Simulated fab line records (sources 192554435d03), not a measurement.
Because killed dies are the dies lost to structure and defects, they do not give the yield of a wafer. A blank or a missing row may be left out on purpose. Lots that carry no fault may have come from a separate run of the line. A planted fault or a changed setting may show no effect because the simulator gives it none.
Split-lot experiment | flow n5_finfet | 39 wafers read across 7 lots, on a route 1938 steps long

== THE SPLIT ==
At N5_WELL_APT_EPI_41 (deposits Si from SiH4/H2, target thk 50 nm, time 297.7 s), the setting time_s was moved away from the recipe's 297.7 s on 15 of the 39 wafers read, by -8.0% to +4.9%. For the rest of the wafers, this setting stayed at what the recipe calls for.

The reading is taken at the split's own step.

== THE READING ==
Si_of_WELL_APT_EPI_41.thk_nm (the simulator's own value, which no gauge read), in nm, at N5_WELL_APT_EPI_41 (deposits Si from SiH4/H2, target thk 50 nm, time 297.7 s). No usual value for it is given in the file. Across the 24 wafers here that went through the recipe, the average is 49.86 nm and the standard deviation 0.5 nm.

wafer  | tool, chamber at the split | time_s as run, s | against the recipe | Si_of_WELL_APT_EPI_41.thk_nm, nm | against lot-mates on the recipe
L082.1 | epi_rpcvd-04, 0            | 308.4            | +3.6%              | 51.93                            | +1.48
L082.2 | epi_rpcvd-04, 0            | 297.7            | recipe             | 50.37                            | -
L082.3 | epi_rpcvd-04, 0            | 308.4            | +3.6%              | 51.88                            | +1.43
L082.4 | epi_rpcvd-04, 0            | 308.4            | +3.6%              | 51.75                            | +1.30
L082.5 | epi_rpcvd-04, 0            | 297.7            | recipe             | 50.05                            | -
L082.6 | epi_rpcvd-04, 0            | 297.7            | recipe             | 50.94                            | -
L084.1 | epi_rpcvd-03, 0            | 290.8            | -2.3%              | 48.59                            | -0.94
L084.2 | epi_rpcvd-03, 0            | 297.7            | recipe             | 49.57                            | -
L084.3 | epi_rpcvd-03, 0            | 297.7            | recipe             | 49.54                            | -
L084.4 | epi_rpcvd-03, 0            | 290.8            | -2.3%              | 48.38                            | -1.15
L084.5 | epi_rpcvd-03, 0            | 290.8            | -2.3%              | 47.98                            | -1.55
L084.6 | epi_rpcvd-03, 0            | 297.7            | recipe             | 49.48                            | -
L085.1 | epi_rpcvd-02, 0            | 297.7            | recipe             | 50.57                            | -
L085.2 | epi_rpcvd-02, 0            | 274              | -8.0%              | 45.91                            | -4.00
L085.3 | epi_rpcvd-02, 0            | 274              | -8.0%              | 45.82                            | -4.09
L085.4 | epi_rpcvd-02, 0            | 297.7            | recipe             | 49.43                            | -
L085.5 | epi_rpcvd-02, 0            | 274              | -8.0%              | 46.24                            | -3.67
L085.6 | epi_rpcvd-02, 0            | 297.7            | recipe             | 49.72                            | -
L086.1 | epi_rpcvd-03, 0            | 312.4            | +4.9%              | 52.68                            | +2.99
L086.2 | epi_rpcvd-03, 0            | 297.7            | recipe             | 49.53                            | -
L086.3 | epi_rpcvd-03, 0            | 297.7            | recipe             | 49.83                            | -
L086.4 | epi_rpcvd-03, 0            | 297.7            | recipe             | 49.71                            | -
L086.5 | epi_rpcvd-03, 0            | 312.4            | +4.9%              | 52.4                             | +2.71
L086.6 | epi_rpcvd-03, 0            | 312.4            | +4.9%              | 52.09                            | +2.40
L090.1 | epi_rpcvd-03, 0            | 297.7            | recipe             | 49.93                            | -
L090.2 | epi_rpcvd-03, 0            | 297.7            | recipe             | 49.56                            | -
L090.3 | epi_rpcvd-03, 0            | 297.7            | recipe             | 50.34                            | -
L090.4 | epi_rpcvd-03, 0            | 297.7            | recipe             | 49.47                            | -
L090.5 | epi_rpcvd-03, 0            | 297.7            | recipe             | 49.5                             | -
L090.6 | epi_rpcvd-03, 0            | 297.7            | recipe             | 49.57                            | -
L093.1 | epi_rpcvd-03, 0            | 297.7            | recipe             | 48.93                            | -
L093.3 | epi_rpcvd-03, 0            | 297.7            | recipe             | 49.67                            | -
L093.5 | epi_rpcvd-03, 0            | 297.7            | recipe             | 49.45                            | -
L094.1 | epi_rpcvd-02, 0            | 297.7            | recipe             | 50.42                            | -
L094.2 | epi_rpcvd-02, 0            | 297.7            | recipe             | 50.84                            | -
L094.3 | epi_rpcvd-02, 0            | 308.1            | +3.5%              | 52.08                            | +1.55
L094.4 | epi_rpcvd-02, 0            | 308.1            | +3.5%              | 51.77                            | +1.24
L094.5 | epi_rpcvd-02, 0            | 297.7            | recipe             | 50.33                            | -
L094.6 | epi_rpcvd-02, 0            | 308.1            | +3.5%              | 52.26                            | +1.73

THE FIT
A straight line over all 39 wafers: Si_of_WELL_APT_EPI_41.thk_nm changes by +0.521 nm for each +1% of time_s; r = +0.96; the points scatter about the line by 0.45 nm.
The same after taking each lot's own level away (the mean of its wafers on the recipe; 39 wafers): +0.488 nm for each +1%; r = +0.98; scatter 0.31 nm.
According to that fit, moving time_s by its largest amount changes the reading by 3.9 nm.
The span of the lots' own levels, 49.350 to 50.530 nm, comes to 2.4 times the standard deviation stated above.
The two slopes agree, so the slope changes little with the lot-to-lot level.
Check: with one of the wafers moved furthest among these (-8.0%) left out of the fit, the line predicts -3.89 nm for it against its lot-mates. It came out at -4 nm against them.

== THE FILE'S OWN FIT ==
Si_of_WELL_APT_EPI_41.thk_nm changes by +0.487 nm for each +1% of time_s, r = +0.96.
